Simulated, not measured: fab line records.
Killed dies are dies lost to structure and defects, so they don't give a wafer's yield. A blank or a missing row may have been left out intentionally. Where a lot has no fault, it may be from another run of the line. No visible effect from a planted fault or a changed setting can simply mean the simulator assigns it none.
Split-lot trial    flow n5Finfet    7 lots, 21 wafers read, on a route of 1938 steps

## ABOUT THE SPLIT
At N5_BEOL_M5_VIA_ETCH_34 (etches SiCOH lowk in C4F6/O2, target depth 88.3 nm, time 39.2 s), the setting biasW was moved away from the recipe's 185 W on 6 of the 21 wafers read, by -17.9% to +17.7%. For the rest of the wafers, this setting stayed at what the recipe calls for.

The reading is taken at the split's own step.

## THE READING
rfVppV, in V, at N5_BEOL_M5_VIA_ETCH_34 (etches SiCOH lowk in C4F6/O2, target depth 88.3 nm, time 39.2 s). Fault-free wafers of this fab line usually give 672 V, standard deviation 15 V.

wafer   tool, chamber at the split  biasW as run, W  against the recipe  rfVppV, V  against lot-mates on the recipe
L076.1  rieDiel-01, 0               185              recipe              654        -
L076.2  rieDiel-01, 2               193.9            +4.8%               688        +34
L076.4  rieDiel-01, 1               193.9            +4.8%               672        +18
L078.2  rieDiel-01, 3               185              recipe              675        -
L078.3  rieDiel-01, 1               185              recipe              649        -
L078.5  rieDiel-01, 1               185              recipe              647        -
L085.4  rieDiel-04, 0               217.7            +17.7%              755        +73
L085.5  rieDiel-04, 1               185              recipe              682        -
L085.6  rieDiel-04, 2               217.7            +17.7%              795        +113
L086.1  rieDiel-03, 0               185              recipe              671        -
L086.3  rieDiel-03, 3               174.8            -5.5%               658        -14
L086.6  rieDiel-03, 0               185              recipe              672        -
L092.1  rieDiel-01, 1               185              recipe              648        -
L092.2  rieDiel-01, 2               185              recipe              661        -
L092.5  rieDiel-01, 0               185              recipe              656        -
L093.2  rieDiel-04, 3               151.8            -17.9%              580        -111
L093.4  rieDiel-04, 1               185              recipe              683        -
L093.6  rieDiel-04, 2               185              recipe              699        -
L096.2  rieDiel-01, 0               185              recipe              654        -
L096.3  rieDiel-01, 1               185              recipe              648        -
L096.4  rieDiel-01, 3               185              recipe              672        -

FIT RESULTS
A straight line over all 21 wafers: rfVppV changes by +5.43 V for each +1% of biasW; r = +0.92; the points scatter about the line by 17 V.
The same after taking each lot's own level away (the mean of its wafers on the recipe; 21 wafers): +5.48 V for each +1%; r = +0.96; scatter 11 V.
That fit puts the effect of the largest move of biasW on the reading at 98 V.
From 654.0 to 691.0 V: that is the span of the lots' own levels, equal to 2.5 times the standard deviation above.
Hence the lot-to-lot level has little effect on the slope; both slopes agree.
Check: -90 V against its lot-mates is what the line predicts for one of the wafers moved furthest among these (-17.9%) when that wafer is left out of the fit. Against them it came out at -111 V.
Tool readings at the split's step, against how far the setting was moved: rfVppV r = +0.92.

## OTHER SPLITS APPLIED TO THESE WAFERS
Note: prior to the reading, these wafers also went through further splits. Each is held against what the fit with the lots' levels taken away leaves over:
other split on the same wafers  wafers away from the commonest value  r with rfVppV (lot level and that fit taken away)
N5_BEOL_M2_ILD_DEP_00 timeS     7                                     -0.36
N5_BEOL_M2_COAT_73 spinRpm      6                                     -0.34
N5_BEOL_M2_ETCH_69 biasW        8                                     -0.02
N5_BEOL_M3_VIA_ETCH_34 biasW    7                                     +0.07
N5_BEOL_M4_DESCUM_16 timeS      6                                     +0.42

## THE FILE'S OWN FIT
rfVppV changes by +5.6 V for each +1% of biasW, r = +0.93.
